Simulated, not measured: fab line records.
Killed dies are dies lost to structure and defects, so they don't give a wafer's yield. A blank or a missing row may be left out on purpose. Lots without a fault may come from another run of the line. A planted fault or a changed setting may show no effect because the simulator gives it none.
fab line records	flow n5Finfet
[record] lots = 7	wafers = 21	lastDay = 20
route steps=1938 shown MOL_CONTACT_COAG@623 BEOL_M0_SAQP@632 BEOL_M4@1111
lots untouched by any fault: they come from a run of this same line in which no faults occurred
startH: start of the lot's first displayed wafer, in hours after the record's first day	waitH: time in hours since the lot's previous step	" the same as in the row above	L1.1+2: one row covering several wafers at once	- no value present, or no start provided	* or withheld: withheld	< > ~ a bound
route shown NAME@n: NAME is a module with steps in the file, n the number in the route of the first one	usual: mean/standard deviation taken from wafers without a fault	same: alike in all rows	chamber/n: place in a boat	sites: readings site by site	_std_site: how widely they spread, as a standard deviation	_edge_site: outer sites' mean less inner sites'	radiusMm: how far each site lies from the wafer's centre	mask NAME#n: copy n	behind: the most recent tool/chamber to have shaped the wafer	hold: why the lot went on hold/how many hours it stayed there/how the hold came to an end	device: which transistor (n, p or np) failed to switch	end of line: at the end of the route, the tests of the same wafers	a step given without rows: its recipe and nothing more	killed: the dies lost at the first sort to structure and to defects; this is not the yield of the wafer	map: per-die view of a wafer (x killed, . not killed, _ where there is no die)
set.NAME: setting as actually run; set.NAME@STEP: the setting as run at that earlier step	model.NAME: the simulator's own value behind a step, which no gauge read
lots at selected steps of the route; one table per step, one row per wafer
services: a tool's chamber out of use, with start hour (startH, from the record's first day; less than 0 if before it), hours out, and reason
[[steps]]
[step N5_MOL_CONTACT_COAG_PRE_CLEAN_121]
[recipe] gas = H2/He	timeS = *	tempC = withheld
[step N5_MOL_CONTACT_COAG_CVD_140]
[recipe] material = W	targetThkA = 665	mode = selectiveFill	tempC = 300	timeS = 215
[step N5_MOL_CONTACT_COAG_PRECLEAN_127]
[recipe] chemistry = DIW	timeS = 57.5	tempC = 23
[step N5_MOL_CONTACT_COAG_SRD_128]
[recipe] dryTimeS = 32	dry = n2Spin	spinRpm = 1500
[step N5_MOL_CONTACT_COAG_CMP_52]
[recipe] stopOn = SiO2	tOverpolishS = 1.5	postCmpClean = wDiluteNh4oh	downForcePsi = 4	platenRpm = 50.289	padVelocityMS = 1.0006	targetThkNm = 66.5
[usual] headPressurePsi = 3.999/0.0086	motorCurrentA = 12.1/1.5	overpolishRunS = 1.500/0.0094	timeToEndpointS = 13.4/2.8
lot.wafer	tool	chamber	startH	waitH	headPressurePsi	motorCurrentA	overpolishRunS	timeToEndpointS
L960.2	cmp-03	1	106.32	0.1	4.005	11.7	1.504	18.1
L960.1	"	2	"	"	3.991	13.8	1.496	14.0
L960.5	"	0	"	"	3.991	13.0	1.489	14.6
L967.1	cmp-03	0	152.27	0.0	3.994	12.3	1.488	13.3
L967.2	"	1	"	"	3.996	10.9	1.499	12.0
L967.3	"	2	"	"	3.992	13.4	1.493	11.0
L970.2	cmp-03	1	171.31	0.0	3.991	12.1	1.503	19.1
L970.3	"	0	"	"	4.012	12.0	1.494	15.2
L970.6	"	2	"	"	3.997	13.9	1.485	15.6
L972.4	cmp-02	0	190.36	0.1	3.989	12.0	1.497	12.0
L972.6	"	3	"	"	3.996	10.7	1.486	8.4
L972.5	"	0	"	"	3.994	12.1	1.499	10.0
L973.2	cmp-04	3	192.14	0.1	4.012	9.8	1.515	14.4
L973.1	"	0	"	"	4.006	13.1	1.493	13.5
L973.6	"	2	"	"	3.999	11.6	1.491	19.3
L971.2	cmp-02	1	193.44	0.0	4.010	9.7	1.486	11.9
L971.1	"	2	"	"	3.999	12.2	1.498	11.2
L971.6	"	1	"	"	4.009	9.9	1.486	12.9
L981.2	cmp-02	2	232.17	0.1	4.004	11.7	1.506	15.8
L981.1	"	0	"	"	3.990	12.4	1.516	15.3
L981.6	"	2	"	"	4.003	12.2	1.495	17.4
[step N5_MOL_CONTACT_COAG_THK_MEAS_53]
[recipe] reads = SiO2_of_MOL_CONTACT_COAG_PECVD_31
[usual] VIA_MOL_THK = 43.9/0.61
lot.wafer	tool	chamber	startH	waitH	VIA_MOL_THK[nm]
L960.1	filmMetro-02	-	106.54	-	44.2
L960.2	"	-	"	"	43.3
L960.5	"	-	"	"	44.3
L967.1	filmMetro-01	-	152.56	-	43.5
L967.2	"	-	"	"	42.9
L967.3	"	-	"	"	44.0
L970.2	filmMetro-01	-	171.60	-	44.0
L970.3	"	-	"	"	44.2
L970.6	"	-	"	"	44.5
L972.4	filmMetro-01	-	190.62	-	45.2
L972.5	"	-	"	"	43.9
L972.6	"	-	"	"	44.1
L973.1	filmMetro-02	-	192.39	-	43.6
L973.2	"	-	"	"	44.3
L973.6	"	-	"	"	44.9
L971.1	filmMetro-02	-	193.74	-	43.7
L971.2	"	-	"	"	43.8
L971.6	"	-	"	"	44.4
L981.1	filmMetro-01	-	232.43	-	43.1
L981.2	"	-	"	"	43.4
L981.6	"	-	"	"	43.7
[step N5_MOL_CONTACT_COAG_ANNEAL_112]
[recipe] tempC = 400	timeS = 1800	ambient = HPD2	pressureAtm = 10
[step N5_MOL_CONTACT_COAG_INSPECT_97]
[recipe] inspectInstrument = darkfield	mode = postAnneal
[usual] rawDefectCount = 37/15
lot.wafer	tool	chamber	startH	waitH	rawDefectCount
L960.1	defectInspect-01	-	110.94	0.0	16
L960.2	"	-	"	"	22
L960.5	"	-	"	"	20
L967.1	defectInspect-01	-	155.61	0.0	40
L967.2	"	-	"	"	39
L967.3	"	-	"	"	49
L970.2	defectInspect-01	-	174.69	0.1	37
L970.3	"	-	"	"	19
L970.6	"	-	"	"	27
L972.4	defectInspect-01	-	193.73	0.1	16
L972.5	"	-	"	"	56
L972.6	"	-	"	"	37
L973.1	defectInspect-01	-	196.67	0.0	23
L973.2	"	-	"	"	21
L973.6	"	-	"	"	28
L971.1	defectInspect-01	-	199.67	0.0	36
L971.2	"	-	"	"	33
L971.6	"	-	"	"	24
L981.1	defectInspect-02	-	235.53	0.0	52
L981.2	"	-	"	"	27
L981.6	"	-	"	"	53
[step N5_BEOL_M0_SAQP_PECVD_00]
[recipe] material = SiCN	targetThkA = 80	tempC = withheld	precursor = 3MS/NH3	pressureTorr = 3	rfW = 202	timeS = 14
[usual] chamberPressureTorr = 3.000/0.0058	rfFwdPowerW = 198.5/1.3	showerheadPlenumPTorr = 3.661/0.012	throttleValvePct = 8.8/0.53
lot.wafer	tool	chamber	startH	waitH	chamberPressureTorr	rfFwdPowerW	showerheadPlenumPTorr	throttleValvePct
L960.1	pecvd-04	1	111.28	0.2	2.994	197.1	3.653	9.0
L960.2	"	2	"	"	2.994	199.1	3.659	8.4
L960.5	"	2	"	"	2.999	199.6	3.657	8.3
L967.1	pecvd-04	0	155.94	0.2	2.999	199.8	3.664	9.0
L967.2	"	2	"	"	2.989	199.9	3.662	8.3
L967.3	"	1	"	"	3.009	196.8	3.664	9.0
L970.2	pecvd-04	2	175.00	0.2	3.001	198.8	3.672	8.6
L970.3	"	0	"	"	3.001	200.2	3.664	9.4
L970.6	"	2	"	"	2.989	198.9	3.667	8.4
L972.4	pecvd-04	2	194.01	0.1	3.005	199.0	3.655	8.2
L972.5	"	0	"	"	3.004	200.0	3.654	9.6
L972.6	"	1	"	"	3.002	197.3	3.655	9.0
L973.1	pecvd-02	1	197.01	0.2	2.998	199.2	3.680	9.0
L973.2	"	2	"	"	2.996	199.5	3.679	8.3
L973.6	"	0	"	"	2.997	196.4	3.654	8.3
L971.1	pecvd-04	1	200.00	0.2	3.006	197.4	3.653	9.0
L971.2	"	0	"	"	2.985	199.4	3.656	9.2
L971.6	"	2	"	"	2.996	199.7	3.668	8.3
L981.1	pecvd-01	0	235.90	0.2	3.002	196.6	3.670	8.6
L981.2	"	2	"	"	3.001	200.1	3.627	8.5
L981.6	"	2	"	"	3.002	199.3	3.635	8.1
[step N5_BEOL_M0_SAQP_ILD_DEP_01]
[recipe] material = SiOC	targetThkA = 454.19	tempC = 350	precursor = DEMS/O2	pressureTorr = 5	rfW = 500	timeS = 8.7
[step N5_BEOL_M0_SAQP_HM_DEP_02]
[recipe] material = TiN	targetThkA = 120	tempC = 25	chamberPressurePa = 0.49996
[step N5_BEOL_M0_SAQP_PECVD_03]
[recipe] material = SiCN	targetThkA = 120	tempC = withheld	precursor = 3MS/NH3	pressureTorr = 3	rfW = 202	timeS = 21.1
[usual] chamberPressureTorr = 3.001/0.0063	rfFwdPowerW = 199.0/1.1	showerheadPlenumPTorr = 3.659/0.012	throttleValvePct = 8.8/0.54
lot.wafer	tool	chamber	startH	waitH	chamberPressureTorr	rfFwdPowerW	showerheadPlenumPTorr	throttleValvePct
L960.1	pecvd-01	2	112.33	0.1	3.003	199.2	3.637	10.3
L960.2	"	1	"	"	3.002	197.0	3.653	9.2
L960.5	"	2	"	"	3.013	199.6	3.643	10.1
L967.1	pecvd-04	1	156.48	0.1	3.006	197.6	3.654	9.1
L967.2	"	0	"	"	2.995	199.6	3.653	9.1
L967.3	"	2	"	"	3.013	200.4	3.670	8.6
L970.2	pecvd-04	1	176.04	0.1	-	-	-	-
L970.3	"	2	"	"	-	-	-	-
L970.6	"	1	"	"	-	-	-	-
L972.4	pecvd-01	2	194.90	0.1	-	-	-	-
L972.5	"	1	"	"	-	-	-	-
L972.6	"	0	"	"	-	-	-	-
L973.1	pecvd-02	1	199.08	0.1	-	-	-	-
L973.2	"	0	"	"	-	-	-	-
L973.6	"	2	"	"	-	-	-	-
L971.1	pecvd-04	2	200.48	0.1	3.008	199.9	3.658	8.5
L971.2	"	1	"	"	2.997	198.6	3.655	8.7
L971.6	"	1	"	"	3.010	197.7	3.656	9.1
L981.1	pecvd-01	2	237.41	0.1	2.998	199.7	3.632	8.3
L981.2	"	1	"	"	2.991	198.8	3.669	8.4
L981.6	"	0	"	"	3.003	198.4	3.674	8.7
[step N5_BEOL_M0_SAQP_PECVD_96]
[recipe] material = a-Si	targetThkA = 450	tempC = 350	precursor = SiH4/He	pressureTorr = 3	rfW = 100	timeS = 45.2
[usual] chamberPressureTorr = 3.000/0.0064	heaterPowerOuterW = 411/46	heaterPowerW = 694/70	showerheadPlenumPTorr = 5.65/0.046	throttleValvePct = 17.7/1
lot.wafer	tool	chamber	startH	waitH	chamberPressureTorr	heaterPowerOuterW	heaterPowerW	showerheadPlenumPTorr	throttleValvePct
L960.1	pecvd-01	2	112.36	0.0	2.997	333	590	5.56	20.3
L960.2	"	1	"	"	2.996	445	721	5.68	18.3
L960.5	"	2	"	"	2.999	343	581	5.55	19.9
L967.1	pecvd-04	1	156.51	0.0	3.003	431	789	5.65	18.0
L967.2	"	0	"	"	2.998	392	629	5.65	18.6
L967.3	"	2	"	"	3.004	388	661	5.65	16.6
L970.2	pecvd-04	1	176.07	0.0	3.003	420	752	5.64	18.5
L970.3	"	2	"	"	3.001	321	560	5.64	16.8
L970.6	"	1	"	"	2.996	416	752	5.63	18.0
L972.4	pecvd-01	2	194.94	0.0	3.005	378	625	5.55	20.4
L972.5	"	1	"	"	3.010	419	691	5.68	16.7
L972.6	"	0	"	"	3.002	449	751	5.67	17.2
L973.1	pecvd-02	1	199.11	0.0	2.999	461	799	5.73	17.6
L973.2	"	0	"	"	2.994	381	590	5.65	16.8
L973.6	"	2	"	"	2.994	423	719	5.71	16.8
L971.1	pecvd-04	2	200.51	0.0	2.999	311	572	5.65	17.2
L971.2	"	1	"	"	3.008	383	699	5.62	18.1
L971.6	"	1	"	"	3.005	393	688	5.64	18.2
L981.1	pecvd-01	2	237.43	0.0	3.015	395	678	5.54	16.7
L981.2	"	1	"	"	3.000	489	790	5.66	16.5
L981.6	"	0	"	"	2.982	494	814	5.67	17.0
[step N5_BEOL_M0_SAQP_PECVD_97]
[recipe] material = SiNx	targetThkA = 230	tempC = 350	precursor = SiH4/NH3/N2	pressureTorr = 1.5	rfW = 300	timeS = 19.9
[step N5_BEOL_M0_SAQP_PECVD_04]
[recipe] material = a-Si	targetThkA = 600	tempC = 350	precursor = SiH4/He	pressureTorr = 3	rfW = 100	timeS = 60.2
[step N5_BEOL_M0_SAQP_THK_MEAS_05]
[usual] thkNm = 60.6/0.82
lot.wafer	tool	chamber	startH	waitH	thkNm
L960.1	filmMetro-02	-	112.54	0.1	60.7
L960.2	"	-	"	"	60.2
L960.5	"	-	"	"	61.4
L967.1	filmMetro-01	-	156.69	0.1	59.4
L967.2	"	-	"	"	59.2
L967.3	"	-	"	"	60.1
L970.2	filmMetro-01	-	176.25	0.1	60.1
L970.3	"	-	"	"	59.5
L970.6	"	-	"	"	60.5
L972.4	filmMetro-02	-	195.10	0.0	61.6
L972.5	"	-	"	"	61.9
L972.6	"	-	"	"	61.5
L973.1	filmMetro-01	-	199.29	0.1	58.7
L973.2	"	-	"	"	59.2
L973.6	"	-	"	"	60.8
L971.1	filmMetro-01	-	200.69	0.1	61.0
L971.2	"	-	"	"	59.4
L971.6	"	-	"	"	60.9
L981.1	filmMetro-01	-	237.63	0.1	60.1
L981.2	"	-	"	"	60.8
L981.6	"	-	"	"	60.8
[step N5_BEOL_M0_SAQP_HM_DEP_111]
[recipe] material = SiO2	targetThkA = 120	tempC = 400	precursor = SiH4/N2O	pressureTorr = 0.75	rfW = 275	timeS = 7.2
[step N5_BEOL_M0_SAQP_COAT_81]
[recipe] resist = SOC	tempC = 250	timeS = 60	spinRpm = 1500	resistThkNm = 100
[step N5_BEOL_M0_SAQP_COAT_82]
[recipe] resist = SiARC	tempC = 220	timeS = 60	spinRpm = 1500	resistThkNm = 30
[step N5_BEOL_M0_SAQP_COAT_08]
[recipe] resist = CAR-ArF	spinRpm = 1500	resistThkNm = 90
[step N5_BEOL_M0_SAQP_EBR_10]
[recipe] solvent = PGMEA	ebrWidthMm = 1.5
[step N5_BEOL_M0_SAQP_SOFTBAKE_09]
[recipe] tempC = 110	timeS = 60	resist = CAR-ArF
[step N5_BEOL_M0_SAQP_EXPOSE_11]
[recipe] maskId = M0_CORE	na = 1.35	sourceShape = dipole	sigmaInner = 0.538	sigmaOuter = 0.738	polarization = te	targetCdNm = 42	doseMj = 55
[step N5_BEOL_M0_SAQP_PEB_12]
[recipe] pebTempC = withheld	pebTimeS = 60	resist = CAR-ArF
[step N5_BEOL_M0_SAQP_DEVELOP_13]
[recipe] developTimeS = 30	developer = TMAH	resist = CAR-ArF	devTempC = 23	rinseLiquid = diw	dry = airSpin
[step N5_BEOL_M0_SAQP_CD_MEAS_14]
[recipe] targetCdNm = 42.5	landingEnergyEv = 500	detector = seInlens
[usual] cdNm = 42.6/0.37
lot.wafer	tool	chamber	startH	waitH	cdNm
L960.1	cdSem-01	0	113.02	-	43.0
L960.2	"	0	"	"	42.6
L960.5	"	0	"	"	43.2
L967.1	cdSem-01	0	157.07	-	42.0
L967.2	"	0	"	"	42.6
L967.3	"	0	"	"	42.4
L970.2	cdSem-03	0	176.61	-	43.1
L970.3	"	0	"	"	42.5
L970.6	"	0	"	"	42.8
L972.4	cdSem-01	0	195.58	-	41.9
L972.5	"	0	"	"	42.3
L972.6	"	0	"	"	42.4
L973.1	cdSem-01	0	199.79	-	42.9
L973.2	"	0	"	"	43.3
L973.6	"	0	"	"	42.7
L971.1	cdSem-02	0	201.17	-	43.2
L971.2	"	0	"	"	42.5
L971.6	"	0	"	"	42.6
L981.1	cdSem-02	0	238.12	-	42.1
L981.2	"	0	"	"	42.4
L981.6	"	0	"	"	42.5
[step N5_BEOL_M0_SAQP_OVL_MEAS_15]
[recipe] pointsPerWafer = 44
[usual] M0_CORE_OVL = -0.4/0.73
[same] pointsPerWafer = 44
lot.wafer	tool	chamber	startH	waitH	M0_CORE_OVL[nm]
L960.1	overlay-01	0	113.06	0.0	-0.5
L960.2	"	0	"	"	-2.0
L960.5	"	0	"	"	-1.5
L967.1	overlay-01	0	157.10	0.0	-0.9
L967.2	"	0	"	"	0.1
L967.3	"	0	"	"	0.4
L970.2	overlay-01	0	176.64	0.0	0.7
L970.3	"	0	"	"	-0.5
L970.6	"	0	"	"	-0.1
L972.4	overlay-01	0	195.61	0.0	-0.8
L972.5	"	0	"	"	-0.6
L972.6	"	0	"	"	-1.9
L973.1	overlay-01	0	199.82	0.0	-0.1
L973.2	"	0	"	"	0.0
L973.6	"	0	"	"	0.5
L971.1	overlay-01	0	201.20	0.0	-1.2
L971.2	"	0	"	"	-1.3
L971.6	"	0	"	"	-1.2
L981.1	overlay-01	0	238.15	0.0	-0.4
L981.2	"	0	"	"	-0.7
L981.6	"	0	"	"	0.6
[step N5_BEOL_M0_SAQP_INSPECT_16]
[recipe] mode = adi	inspectInstrument = brightfield
[usual] rawDefectCount = 498/120
lot.wafer	tool	chamber	startH	waitH	rawDefectCount
L960.1	defectInspect-01	-	113.09	0.0	336
L960.2	"	-	"	"	388
L960.5	"	-	"	"	349
L967.1	defectInspect-02	-	157.13	0.0	519
L967.2	"	-	"	"	622
L967.3	"	-	"	"	728
L970.2	defectInspect-01	-	176.66	0.0	341
L970.3	"	-	"	"	768
L970.6	"	-	"	"	551
L972.4	defectInspect-01	-	195.64	0.0	427
L972.5	"	-	"	"	313
L972.6	"	-	"	"	523
L973.1	defectInspect-02	-	199.85	0.0	421
L973.2	"	-	"	"	513
L973.6	"	-	"	"	552
L971.1	defectInspect-02	-	201.23	0.0	610
L971.2	"	-	"	"	573
L971.6	"	-	"	"	616
L981.1	defectInspect-02	-	238.18	0.0	595
L981.2	"	-	"	"	497
L981.6	"	-	"	"	407
[step N5_BEOL_M0_SAQP_DESCUM_19]
[recipe] chemistry = O2	timeS = 7.9	sourcePowerW = 50	biasPowerW = 20	pressureMtorr = 20	rfFrequencyHz = 2.712e+07	tempC = 40	resist = CAR-ArF	o2FlowSccm = 225
[step N5_BEOL_M0_SAQP_ETCH_83]
[recipe] chemistry = CF4	target = SiARC	targetDepthA = 390	maskMaterial = CAR-ArF	timeS = 65	ionEnergyEv = 80	pressureMtorr = 40	sourceW = 545	biasW = 36	Ar_flow_sccm = 100	cf4FlowSccm = 100	ends = cleared
[usual] chamberPressureMTorr = 40.00/0.035	drypumpMotorCurrentA = 5.8/0.38	etchRfOnTimeS = 64.9/1.4	mfcArSccm = 100.0/0.34	oesProductAu = 0.68/0.084	rfVppV = 184.1/1.3	showerheadPlenumPTorr = 2.13/0.074	throttleValvePct = 15.49/0.21
lot.wafer	tool	chamber	startH	waitH	chamberPressureMTorr	drypumpMotorCurrentA	etchRfOnTimeS	mfcArSccm	oesProductAu	rfHoursCounterH	rfVppV	showerheadPlenumPTorr	throttleValvePct
L960.1	rieDiel-06	2	113.16	0.0	40.00	5.2	65.0	100.7	0.57	227	185.8	2.20	15.64
L960.2	"	3	"	"	39.98	6.3	66.4	100.7	0.68	99	182.7	2.01	15.39
L960.5	"	3	"	"	40.00	6.3	65.8	100.6	0.68	-	181.8	2.01	15.39
L967.1	rieDiel-06	0	157.19	0.0	40.01	5.9	65.4	99.8	0.80	5	184.2	2.11	15.02
L967.2	"	1	"	"	40.01	5.7	65.4	100.3	0.59	217	185.1	2.20	15.57
L967.3	"	3	"	"	39.96	6.3	65.7	99.9	0.67	112	182.2	2.00	15.43
L970.2	rieDiel-01	3	176.73	0.0	39.94	6.3	65.3	99.9	0.66	150	186.2	2.23	15.73
L970.3	"	0	"	"	39.99	6.0	62.2	100.3	0.70	96	182.5	1.98	15.68
L970.6	"	3	"	"	40.03	6.3	65.6	100.4	0.66	-	185.4	2.23	15.72
L972.4	rieDiel-06	2	195.70	0.0	40.00	5.2	65.5	100.1	0.56	252	185.9	2.20	15.69
L972.5	"	0	"	"	40.02	5.9	65.5	100.0	0.77	-	185.9	2.11	15.04
L972.6	"	3	"	"	40.04	6.3	66.3	99.5	0.66	-	183.0	2.00	15.46
L973.1	rieDiel-06	0	200.04	0.0	39.96	5.9	65.6	99.8	0.77	18	182.1	2.11	15.04
L973.2	"	3	"	"	40.00	6.3	66.7	100.3	0.65	125	182.0	2.00	15.43
L973.6	"	2	"	"	39.99	5.2	66.0	100.5	0.55	-	185.0	2.20	15.69
L971.1	rieDiel-04	0	201.29	0.0	40.04	5.7	65.4	100.1	0.62	157	185.7	2.14	15.56
L971.2	"	2	"	"	39.96	5.9	64.8	99.7	0.77	27	183.7	2.10	15.47
L971.6	"	3	"	"	40.00	5.2	62.9	100.1	0.76	-	184.4	2.18	15.48
L981.1	rieDiel-01	0	238.61	0.0	40.02	6.1	62.7	99.6	0.68	118	181.1	1.98	15.76
L981.2	"	3	"	"	40.06	6.3	64.3	100.0	0.66	172	184.7	2.22	15.76
L981.6	"	2	"	"	39.96	6.1	61.4	100.5	0.80	-	185.3	2.19	15.19
[step N5_BEOL_M0_SAQP_ETCH_84]
[recipe] chemistry = N2/H2	target = SOC	targetDepthA = 1000	overetchA = 200	maskMaterial = SiARC	tempC = 40	timeS = 150	ionEnergyEv = 200	pressureMtorr = 30	sourceW = 840	biasW = 150	n2FlowSccm = 200	h2FlowSccm = 200
[step N5_BEOL_M0_SAQP_STRIP_80]
[recipe] chemistry = N2/H2	tempC = 40	n2FlowSccm = 200	h2FlowSccm = 200	rfFrequencyHz = 6e+07
[step N5_BEOL_M0_SAQP_HM_OPEN_112]
[recipe] chemistry = CHF3/O2	target = SiO2	stopOn = a-Si	targetDepthA = 120	overEtchFrac = 1.25	maskMaterial = SOC	timeS = 13.5	pressureMtorr = 30	sourceW = 650	biasW = 170	Ar_flow_sccm = 200	CHF3_flow_sccm = 50	O2_flow_sccm = 5	ionEnergyEv = 200	ends = endPoint
[step N5_BEOL_M0_SAQP_STRIP_113]
[recipe] chemistry = CHF3/O2	resist = SiARC	rfFrequencyHz = 6e+07
[step N5_BEOL_M0_SAQP_MANDREL_ETCH_20]
[recipe] targetDepthA = 600	chemistry = HBr/Cl2	target = a-Si	stopOn = SiNx	btTimeS = 10	maskMaterial = SOC	overEtchFrac = 0.5	timeS = 30	pressureMtorr = 10	icpW = 800	biasW = 75	HBr_flow_sccm = 150	Cl2_flow_sccm = 80	ends = endPoint
[usual] chamberPressureMTorr = 10.000/0.0091	drypumpMotorCurrentA = 5.8/0.45	oesProductAu = 0.779/0.014	throttleValvePct = 35.50/0.23
lot.wafer	tool	chamber	startH	waitH	chamberPressureMTorr	drypumpMotorCurrentA	oesProductAu	rfHoursCounterH	throttleValvePct
L960.1	rieSi-04	1	113.40	0.0	9.993	5.8	0.770	48	35.45
L960.2	"	2	"	"	10.020	5.2	0.802	89	35.26
L960.5	"	1	"	"	9.989	5.8	0.788	-	35.43
L967.1	rieSi-04	2	157.43	0.0	10.004	5.2	0.792	90	35.30
L967.2	"	0	"	"	9.991	5.2	0.760	155	35.66
L967.3	"	1	"	"	10.002	5.8	0.781	49	35.46
L970.2	rieSi-04	0	176.98	0.0	9.996	5.2	0.765	156	35.66
L970.3	"	3	"	"	10.004	6.5	0.770	114	35.55
L970.6	"	3	"	"	10.001	6.5	0.771	-	35.53
L972.4	rieSi-04	2	195.94	0.0	10.008	5.2	0.809	90	35.26
L972.5	"	0	"	"	9.987	5.2	0.779	-	35.63
L972.6	"	3	"	"	9.998	6.5	0.781	-	35.52
L973.1	rieSi-04	3	200.28	0.0	10.018	6.5	0.764	114	35.58
L973.2	"	1	"	"	10.012	5.8	0.767	50	35.47
L973.6	"	2	"	"	9.995	5.2	0.802	-	35.28
L971.1	rieSi-05	1	201.54	0.0	9.999	6.2	0.764	95	35.50
L971.2	"	2	"	"	9.996	6.1	0.754	1	35.14
L971.6	"	1	"	"	9.985	6.2	0.769	-	35.49
L981.1	rieSi-04	1	238.85	0.0	9.991	5.8	0.771	51	35.45
L981.2	"	3	"	"	9.993	6.5	0.768	115	35.52
L981.6	"	2	"	"	9.993	5.2	0.806	-	35.29
[step N5_BEOL_M0_SAQP_STRIP_86]
[recipe] chemistry = N2/H2	powerW = 500	tempC = 40	pressureMtorr = 50	rfFrequencyHz = 6e+07	overashFraction = 0.3	biasPowerW = 28	h2Frac = 0.5	n2FlowSccm = 300	h2FlowSccm = 300
[step N5_BEOL_M0_SAQP_STRIP_115]
[recipe] chemistry = postEtchResidueRemover	timeS = 60	tempC = 25	removerPh = withheld	removerWaterWtPct = withheld	removerFluorideWtPct = withheld
[step N5_BEOL_M0_SAQP_SRD_93]
[recipe] dry = ipaMarangoni	timeS = 30	tempC = 23	rinseLiquid = diw
[step N5_BEOL_M0_SAQP_RECESS_114]
[recipe] chemistry = HF/NH3	target = SiO2	targetDepthA = 144	afsCycles = 3	tempC = 30	sublimationTempC = 180	sublimationTimeS = 60
[step N5_BEOL_M0_SAQP_SPACER1_ALD_98]
[recipe] material = SiO2	targetThkA = 128	tempC = 300	aldPrecursorFamily = BDEAS	aldCoReactant = O2-plasma	pulseTimeS = 1	purgeTimeS = 2	coReactantPurgeTimeS = 2	aldCycles = 138	pressureTorr = 2
[step N5_BEOL_M0_SAQP_SPACER1_ETCHBACK_99]
[recipe] chemistry = CHF3/O2	mode = anisotropicEtchback	target = SiO2	targetDepthA = 154	timeS = 7.7	pressureMtorr = 30	sourceW = 650	biasW = 170	Ar_flow_sccm = 200	CHF3_flow_sccm = 50	O2_flow_sccm = 5	ionEnergyEv = 200
[step N5_BEOL_M0_SAQP_CD_MEAS_29]
[recipe] targetCdNm = 14.4	landingEnergyEv = 1000	detector = seInlens
[usual] cdNm = 15.05/0.22
lot.wafer	tool	chamber	startH	waitH	cdNm
L960.1	cdSem-02	0	118.48	0.1	14.77
L960.2	"	0	"	"	15.05
L960.5	"	0	"	"	15.08
L967.1	cdSem-01	0	160.54	0.1	15.03
L967.2	"	0	"	"	15.37
L967.3	"	0	"	"	14.96
L970.2	cdSem-03	0	182.26	0.1	-
L970.3	"	0	"	"	-
L970.6	"	0	"	"	-
L972.4	cdSem-02	0	199.80	0.1	-
L972.5	"	0	"	"	-
L972.6	"	0	"	"	-
L973.1	cdSem-01	0	203.61	0.1	-
L973.2	"	0	"	"	-
L973.6	"	0	"	"	-
L971.1	cdSem-01	0	204.77	0.1	14.99
L971.2	"	0	"	"	14.91
L971.6	"	0	"	"	15.41
L981.1	cdSem-03	0	242.36	0.1	15.31
L981.2	"	0	"	"	14.91
L981.6	"	0	"	"	14.96
[step N5_BEOL_M4_RC_MEAS_101]
[usual] DIBL_N = 37.0/1.6	DIBL_P = 37.0/2.1	IOFF_N = 0.17/0.032	IOFF_P = 0.22/0.043	ION_N = 679/13	ION_P = 465/9.5	SS_N = 71.7/0.59	SS_P = 73.6/0.64	VT_N = 249/3.2	VT_P = -249/4.1
lot.wafer	tool	chamber	startH	waitH	DIBL_N[mV/V]	DIBL_P[mV/V]	IOFF_N[nA/um]	IOFF_P[nA/um]	ION_N[uA/um]	ION_P[uA/um]	SS_N[mV/dec]	SS_P[mV/dec]	VT_N[mV]	VT_P[mV]
L960.1	prober-01	0	229.59	0.0	38.7	40.1	0.21	0.27	687	466	72.3	74.4	246	-250
L960.2	"	0	"	"	36.7	37.1	0.17	0.22	680	462	71.7	73.4	248	-248
L960.5	"	0	"	"	37.5	37.5	0.18	0.23	694	471	71.5	73.1	247	-250
L967.1	prober-01	0	295.44	0.0	38.4	38.4	0.21	0.25	704	481	71.6	74.5	245	-246
L967.2	"	0	"	"	35.2	35.1	0.14	0.19	687	471	70.6	72.8	252	-250
L967.3	"	0	"	"	38.4	38.3	0.19	0.24	688	464	71.5	74.5	248	-247
L971.1	prober-02	0	341.62	0.0	40.0	40.1	0.22	0.31	690	479	72.0	75.0	247	-243
L971.2	"	0	"	"	36.0	35.6	0.15	0.24	681	478	71.6	73.0	248	-246
L971.6	"	0	"	"	40.4	40.5	0.23	0.33	694	482	72.9	74.8	246	-240
L981.1	prober-02	0	374.74	0.0	37.8	37.2	0.20	0.27	697	484	71.3	73.4	244	-242
L981.2	"	0	"	"	37.1	36.2	0.21	0.27	704	490	71.5	73.3	241	-244
L981.6	"	0	"	"	35.9	35.0	0.17	0.24	691	480	71.5	73.6	247	-243
[[services]]
tool	chamber	startH	hours	kind
rieDiel-06	1	98.68	2.0	repair
cmp-03	-	107.57	1.3	repair
pecvd-02	-	111.59	2.0	repair
cmp-03	-	115.41	0.8	repair
cmp-04	-	121.36	3.4	repair
cmp-02	-	127.43	5.4	pm
cmp-02	-	133.88	3.1	repair
cmp-03	-	144.65	4.0	pm
cmp-04	-	149.67	7.2	pm
rieDiel-04	-	151.51	2.8	pm
pecvd-01	-	157.60	3.4	repair
rieDiel-01	0	166.24	2.4	repair
cmp-02	-	166.33	0.5	repair
cmp-04	-	173.78	4.8	repair
rieDiel-04	1	188.60	8.5	repair
rieDiel-06	1	193.88	1.5	repair
pecvd-02	-	199.40	48.9	repair
cmp-04	-	212.56	7.0	repair
rieSi-04	-	227.60	0.5	repair
rieDiel-06	3	227.99	10.4	repair
rieSi-04	0	228.98	5.8	repair
cmp-02	-	236.32	0.5	repair
cmp-02	-	237.59	4.0	pm
pecvd-01	-	238.27	2.4	repair
[[key]]
[firstSign] step = N5_BEOL_M0_SAQP_PECVD_03	reading = toolRecord	direction = missing
[effect] step = N5_BEOL_M0_SAQP_CD_MEAS_29	reading = cdNm	direction = missing
metAt N5_BEOL_M0_SAQP_PECVD_03
struckWafers L970.2,L970.3,L970.6,L972.4,L972.5,L972.6,L973.1,L973.2,L973.6
laterRowsLeftOut L970.2,L970.3,L970.6,L972.4,L972.5,L972.6,L973.1,L973.2,L973.6
sortLeftOut L970.2,L970.3,L970.6,L972.4,L972.5,L972.6,L973.1,L973.2,L973.6
onsetBetween 156.48 176.04
[earlierFault] kind = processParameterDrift	tool = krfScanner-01	chamber = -	onsetH = 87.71	steps = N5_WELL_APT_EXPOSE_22	channel = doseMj	offset = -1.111	shape = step	actsIn = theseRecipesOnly	stated = 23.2
[fault] kind = skippedStepWhole	tool = pecvd-01,pecvd-02,pecvd-04	chamber = -	onsetH = 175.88	steps = N5_BEOL_M0_SAQP_PECVD_03	scope = struckLotsOnly
// sortLeftOut: the simulated sort isn't trusted on such a fault, so these wafers' sort isn't shown, and their yield isn't known
// laterRowsLeftOut: the simulator's readings of these wafers behind a module that went badly wrong aren't trusted and aren't shown, but for the sort
